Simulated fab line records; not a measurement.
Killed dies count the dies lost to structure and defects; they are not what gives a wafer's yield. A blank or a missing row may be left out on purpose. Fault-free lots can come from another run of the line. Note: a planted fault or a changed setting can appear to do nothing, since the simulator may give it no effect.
Which tool did it? ; flow n5 finfet ; 9 lots, 27 wafers sampled, at 6 steps of a route of 1938

## WHAT THE GAUGES READ, wafer by wafer
N5_BEOL_M3_OVL_MEAS_29.
lot;measured;on;V2_OVL (nm)
L982;day 6 21:29;overlay-02;0.0 0.6 0.6
L983;day 7 01:55;overlay-02;0.7 0.6 0.8
L990;day 9 03:58;overlay-01;0.2 0.2 0.0
L991;day 9 09:10;overlay-01;0.8 1.2 0.6
L997;day 10 18:59;overlay-01;0.8 0.0 1.2
L101;day 11 14:59;overlay-02;0.4 -0.5 0.0
L102;day 11 17:01;overlay-02;1.5 -0.3 0.5
L105;day 12 18:43;overlay-02;1.8 0.6 0.7
L104;day 12 22:33;overlay-01;-1.1 -0.6 0.6

N5_BEOL_M3_OCD_MEAS_38.
lot;measured;on;trench depth nm (nm)
L982;day 7 04:26;ocd-01;55.5 56.2 55.2
L983;day 7 07:56;ocd-02;55.4 54.7 55.2
L990;day 9 05:27;ocd-02;54.4 54.6 54.4
L991;day 9 10:04;ocd-01;54.9 54.4 55.2
L997;day 10 21:25;ocd-01;55.3 54.3 55.3
L101;day 11 20:43;ocd-01;52.7 54.3 53.3
L102;day 12 02:54;ocd-01;54.5 52.4 54.3
L105;day 12 20:11;ocd-01;55.0 54.9 54.6
L104;day 13 08:05;ocd-02;52.9 54.1 52.1

N5_BEOL_M4_RC_MEAS_101.
lot;measured;on;DIBL_N (mV/V);DIBL_P (mV/V);IOFF_N (nA/um);IOFF_P (nA/um);ION_N (uA/um);ION_P (uA/um);SS_N (mV/dec);SS_P (mV/dec);VT_N (mV);VT_P (mV)
L982;day 7 20:49;prober-02;35.6 36.6 35.5;35.4 36.4 35.4;0.143 0.167 0.149;0.19 0.20 0.19;663 665 674;459 450 461;71.8 72.1 71.7;73.3 73.2 72.7;252.3 249.5 251.7;-255 -253 -255
L983;day 7 23:18;prober-01;35.0 37.3 36.1;35.9 38.7 37.2;0.143 0.184 0.163;0.21 0.26 0.23;657 680 663;457 468 460;71.2 71.9 72.0;73.6 74.2 73.8;253.3 247.2 250.5;-248 -245 -249
L990;day 9 21:07;prober-01;36.0 35.8 36.5;37.5 37.3 37.8;0.176 0.174 0.187;0.25 0.25 0.27;676 672 679;468 469 469;71.8 71.7 73.1;74.1 74.3 73.4;248.6 246.6 249.4;-244 -248 -246
L991;day 10 00:04;prober-02;33.7 35.0 35.0;34.2 37.2 36.4;0.114 0.146 0.137;0.14 0.18 0.17;642 671 670;441 453 453;71.0 71.8 71.4;72.4 72.6 73.4;256.7 250.6 253.7;-258 -256 -256
L997;day 11 10:32;prober-01;37.3 38.3 36.1;38.5 39.0 36.6;0.196 0.204 0.161;0.24 0.25 0.22;682 694 687;462 464 469;71.8 71.9 70.9;74.2 74.2 74.0;245.1 244.8 248.7;-249 -248 -249
L101;day 12 13:56;prober-01;33.6 35.3 33.0;35.0 36.8 34.3;0.123 0.146 0.114;0.19 0.21 0.18;658 678 657;461 464 461;70.9 71.4 71.1;72.6 73.4 73.1;255.1 253.1 255.0;-251 -252 -256
L102;day 12 18:17;prober-02;37.8 35.1 34.4;39.6 36.1 35.9;0.191 0.142 0.128;0.22 0.17 0.17;679 671 656;457 448 454;71.9 71.0 70.8;74.2 73.7 73.8;247.5 251.1 255.7;-252 -258 -254
L105;day 13 15:49;prober-02;37.3 38.3 37.7;36.0 37.0 35.6;0.184 0.213 0.183;0.25 0.29 0.25;675 673 673;464 460 462;71.8 71.7 72.7;73.7 74.9 74.1;246.7 245.4 249.9;-246 -246 -247
L104;day 13 21:52;prober-02;37.4 35.0 37.4;36.8 33.4 36.2;0.154 0.117 0.156;0.21 0.16 0.20;669 668 664;464 456 455;71.8 71.4 71.9;73.0 72.8 73.4;251.2 254.7 252.8;-249 -253 -249

## WHAT TOOL EACH LOT RAN ON (gives the tool, then ch and the chambers of the sampled wafers, and finally the start)
lot;N5_BEOL_M3_TRENCH_ETCH_37;N5_BEOL_M3_STRIP_97;N5_BEOL_M3_DEGAS_44
L982;rie diel-02 ch 1,3, day 7 04:17;rie diel-02 ch 1,3, day 7 04:26 or earlier;pvd sputter-02, day 7 04:38
L983;rie diel-01 ch 0,1,3, day 7 07:46;rie diel-01 ch 0,1,3, day 7 07:56 or earlier;pvd sputter-01, day 7 08:26
L990;rie diel-06 ch 0,1, day 9 05:18;rie diel-06 ch 0,1, day 9 05:27 or earlier;pvd sputter-03, day 9 06:17
L991;rie diel-06 ch 0,1,2, day 9 09:55;rie diel-06 ch 0,1,2, day 9 10:04 or earlier;pvd sputter-02, day 9 10:21
L997;rie diel-06 ch 0,1,2, day 10 21:16;rie diel-06 ch 0,1,2, day 10 21:25 or earlier;pvd sputter-02, day 10 21:46
L101;rie diel-06 ch 0,2, day 11 20:33;rie diel-06 ch 0,2, day 11 20:43 or earlier;pvd sputter-01, day 11 23:04
L102;rie diel-06 ch 0,2, day 12 02:44;rie diel-06 ch 0,2, day 12 02:54 or earlier;pvd sputter-02, day 12 03:26
L105;rie diel-01 ch 0,2, day 12 20:02;rie diel-01 ch 0,2, day 12 20:11 or earlier;pvd sputter-03, day 12 20:40
L104;rie diel-06 ch 0,3, day 13 07:56;rie diel-06 ch 0,3, day 13 08:05 or earlier;pvd sputter-02, day 13 09:35
- N5_BEOL_M3_TRENCH_ETCH_37: etches SiOC in C4F6/O2, target depth 55.555 nm, time 29.2 s.
- N5_BEOL_M3_STRIP_97: strips in N2/H2, time 10 s.
- N5_BEOL_M3_DEGAS_44: time 60 s.

## WHAT THE TOOLS THEMSELVES READ (means of the sampled wafers that have a number; where no wafer has one, the mark that the record gives instead)
N5_BEOL_M3_TRENCH_ETCH_37.
lot;tool;C4F6_flow_sccm (sccm);bias w (W);chamber pressure mTorr (mTorr);drypump motor current A (A);oes product au (a.u.);rf vpp V (V);showerhead plenum p Torr (Torr);throttle valve pct (%)
L982;rie diel-02;10.024;184.6;30.005;6.0;0.79;666;2.82;20.73
L983;rie diel-01;10.002;185.4;30.022;5.3;0.74;662;2.81;20.91
L990;rie diel-06;9.997;185.0;30.010;5.3;0.73;669;2.81;21.10
L991;rie diel-06;9.966;185.3;30.013;5.1;0.74;660;2.78;21.01
L997;rie diel-06;9.992;185.2;29.961;5.1;0.73;660;2.77;21.01
L101;rie diel-06;9.969;170.0;29.990;5.3;0.70;626;2.80;21.15
L102;rie diel-06;9.971;170.6;30.005;5.2;0.70;617;2.77;21.03
L105;rie diel-01;9.996;185.0;29.994;5.7;0.74;660;2.70;20.71
L104;rie diel-06;10.031;170.6;30.010;5.5;0.77;633;2.90;21.01

N5_BEOL_M3_STRIP_97.
lot;tool;chamber pressure mTorr (mTorr);drypump motor current A (A);n2 flow sccm (sccm);oes product au (a.u.);rf vpp V (V);showerhead plenum p Torr (Torr);temp c (C);throttle valve pct (%)
L982;rie diel-02;19.991;6.0;199.8;0.78;58.8;2.51;39.95;23.51
L983;rie diel-01;20.009;5.3;200.0;0.74;59.3;2.50;40.12;23.73
L990;rie diel-06;19.996;5.3;200.0;0.74;58.0;2.51;39.87;23.96
L991;rie diel-06;20.002;5.1;200.2;0.74;59.5;2.47;39.92;23.76
L997;rie diel-06;20.002;5.1;200.2;0.74;59.4;2.46;39.96;23.77
L101;rie diel-06;20.012;5.3;200.1;0.71;58.9;2.49;39.92;24.00
L102;rie diel-06;19.996;5.2;200.1;0.72;58.9;2.46;39.97;23.79
L105;rie diel-01;20.002;5.7;199.8;0.73;59.0;2.39;40.03;23.48
L104;rie diel-06;20.004;5.6;200.0;0.79;59.0;2.58;39.94;23.98

N5_BEOL_M3_DEGAS_44.
lot;tool;heater power w (W)
L982;pvd sputter-02;313
L983;pvd sputter-01;315
L990;pvd sputter-03;306
L991;pvd sputter-02;305
L997;pvd sputter-02;330
L101;pvd sputter-01;315
L102;pvd sputter-02;325
L105;pvd sputter-03;325
L104;pvd sputter-02;309

## THE ANSWER, worked out from the rows above alone
Rule: the usual values come from the lots themselves. The widest of any qualifying gaps counts: lots, ordered by their means at a reading, are off when they make up no more than a third of the lots, leave a main group of 4 or more, and stand apart from it by 3 or more times the standard deviation of that group's means. A main group is skipped when, at the precision printed for the reading in the tables above, its means are all equal. A lot without any number at a reading at which 4 lots or more have one is off too. Where the step has rows for the other lots, those lots are counted as sound. The gauges are gone through in route order, then the tools' own readings, and for those a lot's mean is taken as printed above. The first step at which some lot is off is used, and at that step the reading that is off furthest; a lot without a number counts as furthest.
Off: L101, L102, L104, at N5_BEOL_M3_TRENCH_ETCH_37 (bias w). For the main group the mean is 185.1 W and the standard deviation 0.26.
A tool fits if, at that step or a process step before it, it ran every lot that is off, and no sound lot after the first of them. One fits: rie diel-06 at N5_BEOL_M3_TRENCH_ETCH_37. A fault onset in the window from L997 (day 10 21:16, its last sound lot) to L101 (day 11 20:33, its first lot off) fits.
The tool's own readings at N5_BEOL_M3_TRENCH_ETCH_37 bear it out: on the lots that are off they differ by more than 5 times the standard deviation of the sound lots' means. bias w reads 170.4 W there against 185.1 W on the sound lots; rf vpp V reads 625 V there against 663 V on the sound lots.

## WHAT HAD BEEN PUT IN BY THE SIMULATOR
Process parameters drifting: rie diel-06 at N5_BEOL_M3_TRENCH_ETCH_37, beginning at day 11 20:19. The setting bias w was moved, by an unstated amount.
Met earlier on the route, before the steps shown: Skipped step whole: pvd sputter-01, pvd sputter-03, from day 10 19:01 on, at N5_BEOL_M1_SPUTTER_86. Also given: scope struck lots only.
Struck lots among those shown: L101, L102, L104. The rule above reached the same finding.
